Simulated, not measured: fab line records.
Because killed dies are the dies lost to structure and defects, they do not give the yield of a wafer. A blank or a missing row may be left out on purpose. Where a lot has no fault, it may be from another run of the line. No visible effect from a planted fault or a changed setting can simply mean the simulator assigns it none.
A lot that was struck, set against a sound lot ; flow n5 finfet ; 21 out of 1938 route steps
Sound: the wafers L544.1, L544.3, L544.5. Wafers L553.1, L553.3, L553.4 were the ones struck. The cause is named last.
Each step with rows lists, per side, the tool, then ch with its chambers, then its first start. Under that, the readings that differ: sound wafers ; struck wafers ; difference of the means ; sigmas: that difference in standard deviations of wafers without a fault.
alike: readings whose means differ by less than 2 such deviations, and words and numbers that are the same on both sides. not compared: withheld readings, readings that some wafer has no value for, bounds like >300 that may hide the same value, and numbers for which the record gives no deviation and whose values overlap.
Wherever a step has rows on one side only, a row that says differs or no value, or a row with sigmas, the two part there. Non-overlapping numbers with no deviation appear without sigmas and do not part them. A reading missing from all wafers of one side parts the sides only when that side holds two or more wafers.

first, 3 steps without rows for these wafers: N5_DUMMY_REMOVAL_PRECLEAN_04 (cleans in DHF, time 37 s); N5_DUMMY_REMOVAL_SRD_05 (time 30 s); N5_HKMG_FIN_IL_REGROW_00 (material SiO2, chemistry O3, target thk 0.75 nm, time 30 s).
N5_HKMG_FIN_HK_ALD_01: deposits HfO2, target thk 1.6 nm, pulse time 3 s, purge time 3 s.
  sound on ald hk-03 ch 1,2,3, day 4 05:58; struck on ald hk-03 ch 0,1,2, day 6 12:59
  alike: precursor pulse height rel
  not compared: since wet clean h
N5_HKMG_FIN_HK_ANNEAL_02: time 30 s.
  sound on rtp anneal-02 ch 0, day 4 06:09; struck on rtp anneal-02 ch 0, day 6 13:16
  alike: lamp power pct, lamp_zone_1_pct, lamp_zone_2_pct, lamp_zone_4_pct, lamp_zone_6_pct, wafer_temp_C_max
N5_HKMG_FIN_ALD_74: deposits La2O3, target thk 0.5 nm, pulse time 6 s, co reactant pulse time 1 s.
  sound on ald hk-01 ch 0,1,3, day 4 06:22; struck on ald hk-02 ch 1,2,3, day 6 13:29
  alike: heater power w, precursor pulse height rel
  not compared: since wet clean h
N5_HKMG_FIN_ALD_75: deposits Al2O3, target thk 1 nm, co reactant pulse time 1 s.
  sound on ald hk-01 ch 0,1,3, day 4 06:26; struck on ald hk-02 ch 1,2,3, day 6 13:34
  alike: heater power w, precursor pulse height rel
then, 5 steps without rows for these wafers: N5_HKMG_FIN_COAT_41 (time 60 s, resist thk 300 nm); N5_HKMG_FIN_COAT_42 (time 60 s, resist thk 35 nm); N5_HKMG_FIN_COAT_43 (resist thk 90 nm); N5_HKMG_FIN_EBR_45; N5_HKMG_FIN_SOFTBAKE_44 (time 60 s).
N5_HKMG_FIN_EXPOSE_46: exposes mask NDIPOLE.
  sound on arfi scanner-01 ch 0, day 4 06:47; struck on arfi scanner-01 ch 0, day 6 13:55
reading;sound;struck;difference;sigmas
exposure dose mJ cm2;39.94 40.00 40.02;45.22 45.26 45.24;+5.25;+99 or more
  alike: mask
then, 2 steps without rows for these wafers: N5_HKMG_FIN_PEB_47 (peb time 60 s); N5_HKMG_FIN_DEVELOP_48 (develop time 30 s).
N5_HKMG_FIN_CD_MEAS_49: target cd 202 nm.
  sound on cd sem-03 ch 0, day 4 06:55; struck on cd sem-02 ch 0, day 6 14:02
reading;sound;struck;difference;sigmas
cd nm (nm);203.2 201.7 202.6;211.0 210.2 210.1;+7.9;+12
N5_HKMG_FIN_OVL_MEAS_50:
  sound on overlay-02 ch 0, day 4 06:56; struck on overlay-01 ch 0, day 6 14:04
  alike: NDIPOLE_OVL
N5_HKMG_FIN_INSPECT_61: inspects for defects (macro).
  sound: defect inspect-01 at day 4 06:58; struck: defect inspect-01 at day 6 14:05
  alike: raw defect count
N5_HKMG_FIN_DESCUM_53: chemistry O2, time 7.9 s.
  sound on rie diel-06 ch 0,1,3, day 4 07:00; struck on rie diel-02 ch 0,1,3, day 6 14:07
  alike: drypump motor current A, o2 flow sccm, oes product au, rf vpp V, showerhead plenum p Torr, throttle valve pct
  not compared: rf hours counter h
N5_HKMG_FIN_ETCH_54: etches SiARC in CF4, target depth 45.5 nm, time 75.8 s.
  sound on rie diel-06 ch 0,1,3, day 4 07:02; struck on rie diel-02 ch 0,1,3, day 6 14:09
reading;sound;struck;difference;sigmas
model.HKMG_FIN.cd offset nm (nm);0.6 -0.2 1;8.8 8 7.2;+7.5;
  alike: drypump motor current A, etch rf on time s, oes product au, rf vpp V, showerhead plenum p Torr, throttle valve pct
  not compared: rf hours counter h
then, 1 step without rows for these wafers: N5_HKMG_FIN_ETCH_55 (etches SOC in N2/H2, target depth 240 nm, time 300 s).

== WHERE THEY PART ==
Last at N5_HKMG_FIN_CD_MEAS_49 as far as this record goes, first at N5_HKMG_FIN_EXPOSE_46. Later steps at which nothing parts them and some readings are alike: N5_HKMG_FIN_OVL_MEAS_50, N5_HKMG_FIN_INSPECT_61, N5_HKMG_FIN_DESCUM_53, N5_HKMG_FIN_ETCH_54.

WHY: whatever the simulator had introduced
Process parameters drifting: arfi scanner-01 at N5_HKMG_FIN_EXPOSE_46, beginning at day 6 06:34. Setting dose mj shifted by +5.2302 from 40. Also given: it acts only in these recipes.
